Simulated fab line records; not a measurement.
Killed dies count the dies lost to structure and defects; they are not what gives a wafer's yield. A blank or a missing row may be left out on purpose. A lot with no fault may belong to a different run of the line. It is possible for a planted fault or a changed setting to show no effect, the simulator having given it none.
Split-lot study || flow n5Finfet || 7 lots, 21 wafers read, on a route of 1938 steps

== ABOUT THE SPLIT ==
At N5_BEOL_M8_EXPOSE_25 (exposes mask V7, target cd 40 nm), the setting doseMj was moved away from the recipe's 42.5 on 9 of the 21 wafers read, by -5.9% to +7.1%. All remaining wafers had this setting at the recipe value.

== FROM THE SPLIT TO THE READING: what the file shows between them, 2 steps ==
- N5_BEOL_M8_PEB_26: peb time 60 s
- N5_BEOL_M8_DEVELOP_27: develop time 30 s

== THE READING ==
cdNm at N5_BEOL_M8_CD_MEAS_28, given in nm (cd target 40 nm). Fault-free wafers of this fab line usually give 40.06 nm, standard deviation 0.25 nm.

{"wafer": "L081.1", "tool, chamber at the split": "euvScanner-01, 0", "doseMj as run": 42.5, "against the recipe": "recipe", "cdNm, nm": 40.24, "against lot-mates on the recipe": "-"}
{"wafer": "L081.2", "tool, chamber at the split": "euvScanner-01, 0", "doseMj as run": 44.31, "against the recipe": "+4.3%", "cdNm, nm": 40.63, "against lot-mates on the recipe": "+0.39"}
{"wafer": "L081.3", "tool, chamber at the split": "euvScanner-01, 0", "doseMj as run": 44.31, "against the recipe": "+4.3%", "cdNm, nm": 40.72, "against lot-mates on the recipe": "+0.48"}
{"wafer": "L083.2", "tool, chamber at the split": "euvScanner-01, 0", "doseMj as run": 45.53, "against the recipe": "+7.1%", "cdNm, nm": 41.48, "against lot-mates on the recipe": "+1.63"}
{"wafer": "L083.3", "tool, chamber at the split": "euvScanner-01, 0", "doseMj as run": 42.5, "against the recipe": "recipe", "cdNm, nm": 39.85, "against lot-mates on the recipe": "-"}
{"wafer": "L083.6", "tool, chamber at the split": "euvScanner-01, 0", "doseMj as run": 45.53, "against the recipe": "+7.1%", "cdNm, nm": 41.86, "against lot-mates on the recipe": "+2.01"}
{"wafer": "L082.2", "tool, chamber at the split": "euvScanner-01, 0", "doseMj as run": 42.5, "against the recipe": "recipe", "cdNm, nm": 39.98, "against lot-mates on the recipe": "-"}
{"wafer": "L082.4", "tool, chamber at the split": "euvScanner-01, 0", "doseMj as run": 42.5, "against the recipe": "recipe", "cdNm, nm": 39.69, "against lot-mates on the recipe": "-"}
{"wafer": "L082.6", "tool, chamber at the split": "euvScanner-01, 0", "doseMj as run": 42.5, "against the recipe": "recipe", "cdNm, nm": 39.77, "against lot-mates on the recipe": "-"}
{"wafer": "L085.1", "tool, chamber at the split": "euvScanner-02, 0", "doseMj as run": 39.99, "against the recipe": "-5.9%", "cdNm, nm": 38.77, "against lot-mates on the recipe": -0.97}
{"wafer": "L085.2", "tool, chamber at the split": "euvScanner-02, 0", "doseMj as run": 42.5, "against the recipe": "recipe", "cdNm, nm": 39.74, "against lot-mates on the recipe": "-"}
{"wafer": "L085.5", "tool, chamber at the split": "euvScanner-02, 0", "doseMj as run": 39.99, "against the recipe": "-5.9%", "cdNm, nm": 38.74, "against lot-mates on the recipe": -1.00}
{"wafer": "L087.3", "tool, chamber at the split": "euvScanner-01, 0", "doseMj as run": 44.75, "against the recipe": "+5.3%", "cdNm, nm": 41.15, "against lot-mates on the recipe": "+1.12"}
{"wafer": "L087.4", "tool, chamber at the split": "euvScanner-01, 0", "doseMj as run": 42.5, "against the recipe": "recipe", "cdNm, nm": 39.94, "against lot-mates on the recipe": "-"}
{"wafer": "L087.5", "tool, chamber at the split": "euvScanner-01, 0", "doseMj as run": 42.5, "against the recipe": "recipe", "cdNm, nm": 40.11, "against lot-mates on the recipe": "-"}
{"wafer": "L091.1", "tool, chamber at the split": "euvScanner-02, 0", "doseMj as run": 42.5, "against the recipe": "recipe", "cdNm, nm": 40.07, "against lot-mates on the recipe": "-"}
{"wafer": "L091.2", "tool, chamber at the split": "euvScanner-02, 0", "doseMj as run": 42.5, "against the recipe": "recipe", "cdNm, nm": 39.88, "against lot-mates on the recipe": "-"}
{"wafer": "L091.6", "tool, chamber at the split": "euvScanner-02, 0", "doseMj as run": 42.5, "against the recipe": "recipe", "cdNm, nm": 40.05, "against lot-mates on the recipe": "-"}
{"wafer": "L093.3", "tool, chamber at the split": "euvScanner-02, 0", "doseMj as run": 42.5, "against the recipe": "recipe", "cdNm, nm": 40.22, "against lot-mates on the recipe": "-"}
{"wafer": "L093.4", "tool, chamber at the split": "euvScanner-02, 0", "doseMj as run": 41.16, "against the recipe": "-3.2%", "cdNm, nm": 39.50, "against lot-mates on the recipe": -0.72}
{"wafer": "L093.5", "tool, chamber at the split": "euvScanner-02, 0", "doseMj as run": 41.16, "against the recipe": "-3.2%", "cdNm, nm": 39.70, "against lot-mates on the recipe": -0.52}

THE FIT
A straight line over all 21 wafers: cdNm changes by +0.207 nm for each +1% of doseMj; r = +0.97; the points scatter about the line by 0.2 nm.
The same after taking each lot's own level away (the mean of its wafers on the recipe; 21 wafers): +0.199 nm for each +1%; r = +0.96; scatter 0.22 nm.
That fit puts the effect of the largest move of doseMj on the reading at 1.4 nm.
The lots' own levels span 39.740 to 40.240 nm, that is 2.0 times the standard deviation above.
The two slopes are in agreement: the lot-to-lot level therefore moves the slope only a little.
Check: with one of the wafers moved furthest among these (+7.1%) left out of the fit, the line predicts +1.39 nm for it against its lot-mates. It came out at +1.63 nm against them.

== THE WHOLE CHAIN: every reading that the file lists as answering this split, in the file's order ==
{"step": "N5_BEOL_M8_CD_MEAS_28", "what it does": "target cd 40 nm", "reading": "cdNm", "change (the file's fit)": "+0.202 nm for each +1% of the setting", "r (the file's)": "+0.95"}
{"step": "N5_BEOL_M8_DESCUM_33", "what it does": "chemistry O2, time 7 s", "reading": "BEOL_M8.cdNm (the simulator's own value, which no gauge read)", "change (the file's fit)": "+0.225 nm for each +1% of the setting", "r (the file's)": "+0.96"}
{"step": "N5_BEOL_M8_ETCH_72", "what it does": "etches underlayer in N2/H2, target depth 6.5 nm, time 5.2 s", "reading": "BEOL_M8.cdNm (the simulator's own value, which no gauge read)", "change (the file's fit)": "+0.223 nm for each +1% of the setting", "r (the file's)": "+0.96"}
{"step": "N5_BEOL_M8_ETCH_65", "what it does": "etches SiARC in CF4, target depth 15.6 nm, time 26 s", "reading": "BEOL_M8.cdNm (the simulator's own value, which no gauge read)", "change (the file's fit)": "+0.206 nm for each +1% of the setting", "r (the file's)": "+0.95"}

== THE FILE'S OWN FIT ==
cdNm changes by +0.202 nm for each +1% of doseMj, r = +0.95.
